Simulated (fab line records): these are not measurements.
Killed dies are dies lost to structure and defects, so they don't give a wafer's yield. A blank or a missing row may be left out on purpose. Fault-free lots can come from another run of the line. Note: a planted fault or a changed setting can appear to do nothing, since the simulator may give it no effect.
What tool caused it? || flow nand_harc || 18 wafers from 6 lots sampled at 4 of the route's 1159 steps

WHAT EACH GAUGE READ, for each wafer
NHARC_A_BONDPAD_THK_MEAS_30: measures by ellipsometry.
{"lot": "L671", "measured": "day 19 04:20", "on": "film_metro-01", "thk_nm (nm)": "199.5 199.9 200.5"}
{"lot": "L676", "measured": "day 19 21:37", "on": "film_metro-01", "thk_nm (nm)": "200.3 200.5 201.7"}
{"lot": "L678", "measured": "day 20 22:40", "on": "film_metro-01", "thk_nm (nm)": "196.0 199.8 199.8"}
{"lot": "L686", "measured": "day 22 04:55", "on": "film_metro-02", "thk_nm (nm)": "198.7 197.7 198.4"}
{"lot": "L688", "measured": "day 22 15:40", "on": "film_metro-01", "thk_nm (nm)": "202.7 201.4 200.7"}
{"lot": "L691", "measured": "day 23 01:45", "on": "film_metro-01", "thk_nm (nm)": "203.2 199.4 201.6"}

WHAT TOOL EACH LOT RAN ON (gives the tool, then ch and the chambers of the sampled wafers, and finally the start)
{"lot": "L671", "NHARC_A_STAIRCASE_TRIM_20": "rie_diel-10 ch 1,2, day 11 13:54", "NHARC_A_M1_DEGAS_29": "pvd_sputter-03, day 19 01:25", "NHARC_A_M1_PVD_21": "pvd_sputter-03, day 19 04:20 or earlier"}
{"lot": "L676", "NHARC_A_STAIRCASE_TRIM_20": "rie_diel-10 ch 0,3, day 12 02:19", "NHARC_A_M1_DEGAS_29": "pvd_sputter-01, day 19 18:26", "NHARC_A_M1_PVD_21": "pvd_sputter-01, day 19 21:37 or earlier"}
{"lot": "L678", "NHARC_A_STAIRCASE_TRIM_20": "rie_diel-06 ch 0,1,3, day 13 11:49", "NHARC_A_M1_DEGAS_29": "pvd_sputter-02, day 20 18:56", "NHARC_A_M1_PVD_21": "pvd_sputter-02, day 20 22:40 or earlier"}
{"lot": "L686", "NHARC_A_STAIRCASE_TRIM_20": "rie_diel-06 ch 0,1,3, day 14 20:41", "NHARC_A_M1_DEGAS_29": "pvd_sputter-03, day 22 01:58", "NHARC_A_M1_PVD_21": "pvd_sputter-03, day 22 04:55 or earlier"}
{"lot": "L688", "NHARC_A_STAIRCASE_TRIM_20": "rie_diel-06 ch 0,1,3, day 15 10:22", "NHARC_A_M1_DEGAS_29": "pvd_sputter-02, day 22 12:20", "NHARC_A_M1_PVD_21": "pvd_sputter-02, day 22 15:40 or earlier"}
{"lot": "L691", "NHARC_A_STAIRCASE_TRIM_20": "rie_diel-02 ch 0,1, day 15 23:07", "NHARC_A_M1_DEGAS_29": "pvd_sputter-02, day 22 22:50", "NHARC_A_M1_PVD_21": "pvd_sputter-02, day 23 01:45 or earlier"}
- NHARC_A_STAIRCASE_TRIM_20: chemistry O2, time 211.2 s.
- NHARC_A_M1_DEGAS_29: time 60 s.
- NHARC_A_M1_PVD_21: deposits Cu, target thk 30 nm, time 20.49 s.

THE ANSWER, worked out from the rows above alone
Rule: the lots themselves supply what counts as usual. Put in order of their means at a reading, lots are off if they are a third of the lots or fewer, leave a main group of 4 or more, and stand apart from it by a gap of 3 or more times the standard deviation of the main group's means; of several such gaps the widest counts. The tables above print the reading to a certain number of digits; a main group whose means all agree to those digits is not used. Also off: a lot with no number at a reading for which 4 or more lots have one. Any other lot the step has rows for is counted as sound.
No lot is off at any reading shown: from this, nothing can be told.

WHAT THE SIMULATOR HAD PUT IN
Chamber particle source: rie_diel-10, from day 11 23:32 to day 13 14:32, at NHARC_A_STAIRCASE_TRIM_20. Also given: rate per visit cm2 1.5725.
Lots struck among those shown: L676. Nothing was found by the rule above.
